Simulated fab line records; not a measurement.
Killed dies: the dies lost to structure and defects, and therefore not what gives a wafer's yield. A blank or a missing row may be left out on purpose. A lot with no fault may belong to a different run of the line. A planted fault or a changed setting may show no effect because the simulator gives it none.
Matching of chambers + flow nand_harc + NHARC_P_CONTACT_STRIP_28 on rie_diel-08: 4 sister chambers
The step strips in O2. 4 wafers are shown with their chamber, then 10 later ones without.

## WAFERS PAIRED WITH THEIR CHAMBERS
| wafer  | chamber | showerhead_plenum_p_Torr (Torr) |
|--------|---------|---------------------------------|
| L088.2 | 0       | 3.54                            |
| L088.3 | 2       | 3.34                            |
| L091.1 | 3       | 3.47                            |
| L091.3 | 1       | 3.52                            |

## WAFERS WITHOUT THEIR CHAMBER
| wafer  | showerhead_plenum_p_Torr (Torr) |
|--------|---------------------------------|
| L091.6 | 3.47                            |
| L094.1 | 3.52                            |
| L094.2 | 3.54                            |
| L094.4 | 3.34                            |
| L095.1 | 3.34                            |
| L095.4 | 3.46                            |
| L095.5 | 3.34                            |
| L097.2 | 3.54                            |
| L097.3 | 3.52                            |
| L097.6 | 3.34                            |

## EACH ONE'S CHAMBER
| wafer  | from the rows above | in truth |
|--------|---------------------|----------|
| L091.6 | 3                   | 3        |
| L094.1 | 1                   | 1        |
| L094.2 | 0                   | 0        |
| L094.4 | 2                   | 2        |
| L095.1 | 2                   | 2        |
| L095.4 | 3                   | 3        |
| L095.5 | 2                   | 2        |
| L097.2 | 0                   | 0        |
| L097.3 | 1                   | 1        |
| L097.6 | 2                   | 2        |
Correct placement for 10 of the 10. Number that these rows cannot place: 0. Placed wrongly: 0.
How it was worked out, from the rows above alone: a wafer's distance from a chamber is the root of the sum, over the readings, of the square of ((its reading less the chamber's mean) divided by the reading's scatter). If the next closest chamber is less than 2 further off than the closest, the wafer can't be placed; otherwise it belongs to the closest. A chamber's mean is the mean of its shown wafers. The scatter: with one shown wafer a chamber, the root of the mean of the squares of how far each hidden wafer lies from its nearest shown one.
